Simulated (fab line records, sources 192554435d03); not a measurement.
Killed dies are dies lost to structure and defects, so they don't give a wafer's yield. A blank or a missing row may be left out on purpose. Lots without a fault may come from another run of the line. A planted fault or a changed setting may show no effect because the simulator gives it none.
A struck lot beside a sound one | flow n5_finfet | 16 steps out of a route of 1938
Sound: wafers L582.2, L582.4, L582.5. Struck: wafer L596.3. (L596.2, L596.4 of the same lot were not struck and are left out.) The cause comes at the end.
At each step with rows: each side's tool, then ch and its chambers, then its first start. Under that, the readings that differ: sound wafers | struck wafers | difference of the means | sigmas: that difference in standard deviations of wafers without a fault.
alike: readings whose means differ by less than 2 such deviations, and words and numbers that are the same on both sides. not compared: withheld readings, readings that some wafer has no value for, bounds like >300 that may hide the same value, and numbers for which the record gives no deviation and whose values overlap.
The two part at a step that has a row with sigmas, a row that says differs or no value, or rows on one side only. Numbers that don't overlap but have no deviation are shown without sigmas and don't part them. A reading that every wafer of one side lacks parts them only if that side has two wafers or more.

first, 8 steps without rows for these wafers: N5_MOL_CONTACT_COAG_COAT_76 (time 60 s, resist thk 10 nm); N5_MOL_CONTACT_COAG_COAT_77 (time 60 s, resist thk 10 nm); N5_MOL_CONTACT_COAG_COAT_78 (resist thk 40 nm); N5_MOL_CONTACT_COAG_EBR_80; N5_MOL_CONTACT_COAG_SOFTBAKE_79 (time 60 s); N5_MOL_CONTACT_COAG_EXPOSE_81 (exposes mask VG, defocus 0 nm); N5_MOL_CONTACT_COAG_PEB_82 (peb time 60 s); N5_MOL_CONTACT_COAG_DEVELOP_83 (develop time 30 s).
N5_MOL_CONTACT_COAG_CD_MEAS_84: target cd 25.1 nm.
  sound on cd_sem-01 ch 0, day 6 17:58; struck on cd_sem-03 ch 0, day 9 22:53
  alike: cd_nm
N5_MOL_CONTACT_COAG_OVL_MEAS_85:
  sound on overlay-01 ch 0, day 6 18:00; struck on overlay-02 ch 0, day 9 22:55
  alike: VG_OVL
N5_MOL_CONTACT_COAG_INSPECT_57: inspects for defects (brightfield).
  sound on defect_inspect-01, day 6 18:04; struck on defect_inspect-02, day 9 22:58
  alike: raw_defect_count
N5_MOL_CONTACT_COAG_DESCUM_88: chemistry O2, time 7 s.
  sound on rie_diel-04 ch 1,3, day 6 18:05; struck on rie_diel-01 ch 2, day 9 23:00
  alike: chamber_pressure_mTorr, drypump_motor_current_A, oes_product_au, rf_fwd_power_W, rf_vpp_V, showerhead_plenum_p_Torr, throttle_valve_pct
  not compared: rf_hours_counter_h
N5_MOL_CONTACT_COAG_ETCH_89: etches underlayer in N2/H2, target depth 13 nm, time 10.4 s.
  sound on rie_diel-04 ch 1,3, day 6 18:08; struck on rie_diel-01 ch 2, day 9 23:02
  reading               | sound             | struck | difference | sigmas
  etch_rf_on_time_s (s) | 10.06 10.70 10.16 | 6.15   | -4.16      | -19
  oes_product_au (a.u.) | 0.65 0.61 0.66    | 1.00   | +0.36      | +6
  alike: chamber_pressure_mTorr, drypump_motor_current_A, rf_fwd_power_W, rf_vpp_V, showerhead_plenum_p_Torr, throttle_valve_pct
  not compared: rf_hours_counter_h
N5_MOL_CONTACT_COAG_ETCH_90: etches SiARC in CF4, target depth 13 nm, time 21.7 s.
  sound on rie_diel-04 ch 1,3, day 6 18:09; struck on rie_diel-01 ch 2, day 9 23:03
  reading            | sound             | struck | difference | sigmas
  rf_fwd_power_W (W) | 532.0 528.5 532.7 | 535.1  | +4.0       | +3
  alike: chamber_pressure_mTorr, drypump_motor_current_A, etch_rf_on_time_s, oes_product_au, rf_vpp_V, showerhead_plenum_p_Torr, throttle_valve_pct
  not compared: rf_hours_counter_h
-- the record jumps here: 4 days lie between the struck wafers' starts before and after (it left off in module MOL_CONTACT_COAG and takes up again in module BEOL_M4, whose first step shown is number 1111 of the route) --
N5_BEOL_M4_RC_MEAS_101:
  sound on prober-01 ch 0, day 10 17:23; struck on prober-01 ch 0, day 13 12:42
  alike: DIBL_N, DIBL_P, IOFF_N, IOFF_P, ION_N, ION_P, SS_N, SS_P, VT_N, VT_P
-- the record jumps here: 5 days lie between the struck wafers' starts before and after (it left off in module BEOL_M4 and takes up again in module PASSIVATION, whose first step shown is number 1936 of the route) --
N5_PASSIVATION_PROBE_49:
  sound on prober-01, day 15 00:35; struck on prober-01, day 18 10:52
  alike: defect_limited_yield, killed_at_M0_to_M3, killed_at_M4_up, killed_at_contacts, killed_at_front_end, killed_at_other, killed_dies, killed_open, killed_short, sort_bin_4_leakage, sort_bin_5_function, sort_bin_6_memory, sort_bin_8_speed, sort_n_pass, sort_yield_pct

WHERE THEY PART
First at N5_MOL_CONTACT_COAG_ETCH_89; last, within this record, at N5_MOL_CONTACT_COAG_ETCH_90. Later steps at which nothing parts them and some readings are alike: N5_BEOL_M4_RC_MEAS_101, N5_PASSIVATION_PROBE_49.

WHY: what the simulator had put in
Process parameter drift: rie_diel-01, from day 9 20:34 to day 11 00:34, at N5_MOL_CONTACT_COAG_ETCH_89. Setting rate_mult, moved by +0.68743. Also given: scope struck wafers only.
